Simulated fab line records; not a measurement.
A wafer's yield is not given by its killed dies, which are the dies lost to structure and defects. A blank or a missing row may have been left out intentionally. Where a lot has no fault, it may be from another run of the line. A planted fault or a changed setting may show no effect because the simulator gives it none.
Chamber matching || flow n5Finfet || 3 sister chambers for N5_BEOL_M3_CO_CAP_55 on cvdCo-02
The step material Co, precursor CCTBA/H2, target thk 2 nm, time 102.1 s. 6 wafers are shown with their chamber, then 12 later ones without.

== WAFERS, EACH WITH ITS CHAMBER ==
{"wafer": "L086.6", "chamber": 0, "heaterPowerW (W)": 251}
{"wafer": "L087.3", "chamber": 2, "heaterPowerW (W)": 233}
{"wafer": "L087.4", "chamber": 1, "heaterPowerW (W)": 191}
{"wafer": "L089.1", "chamber": 0, "heaterPowerW (W)": 250}
{"wafer": "L089.3", "chamber": 2, "heaterPowerW (W)": 231}
{"wafer": "L089.4", "chamber": 1, "heaterPowerW (W)": 194}

== WAFERS WITHOUT THEIR CHAMBER ==
{"wafer": "L092.1", "heaterPowerW (W)": 250}
{"wafer": "L092.4", "heaterPowerW (W)": 232}
{"wafer": "L092.5", "heaterPowerW (W)": 191}
{"wafer": "L091.1", "heaterPowerW (W)": 226}
{"wafer": "L091.2", "heaterPowerW (W)": 247}
{"wafer": "L091.5", "heaterPowerW (W)": 195}
{"wafer": "L094.2", "heaterPowerW (W)": 196}
{"wafer": "L094.3", "heaterPowerW (W)": 259}
{"wafer": "L094.5", "heaterPowerW (W)": 192}
{"wafer": "L096.1", "heaterPowerW (W)": 244}
{"wafer": "L096.2", "heaterPowerW (W)": 193}
{"wafer": "L096.6", "heaterPowerW (W)": 233}

== WHICH CHAMBER EACH ONE RAN IN ==
{"wafer": "L092.1", "from the rows above": 0, "in truth": 0}
{"wafer": "L092.4", "from the rows above": 2, "in truth": 2}
{"wafer": "L092.5", "from the rows above": 1, "in truth": 1}
{"wafer": "L091.1", "from the rows above": 2, "in truth": 2}
{"wafer": "L091.2", "from the rows above": 0, "in truth": 0}
{"wafer": "L091.5", "from the rows above": 1, "in truth": 1}
{"wafer": "L094.2", "from the rows above": 1, "in truth": 1}
{"wafer": "L094.3", "from the rows above": 0, "in truth": 0}
{"wafer": "L094.5", "from the rows above": 1, "in truth": 1}
{"wafer": "L096.1", "from the rows above": 0, "in truth": 0}
{"wafer": "L096.2", "from the rows above": 1, "in truth": 1}
{"wafer": "L096.6", "from the rows above": 2, "in truth": 2}
Correct placement for 12 of the 12. Number that these rows cannot place: 0. Number placed wrongly: 0.
How it was worked out, from the rows above alone: a wafer's distance from a chamber is the root of the sum, over the readings, of the square of ((its reading less the chamber's mean) divided by the reading's scatter). If the next closest chamber is less than 2 further off than the closest, the wafer can't be placed; otherwise it belongs to the closest. A chamber's mean is the mean of its shown wafers. How the scatter is found: for the shown wafers, subtract from each reading the mean of its chamber, square and add these, divide the total by (wafers less chambers), then take the root.
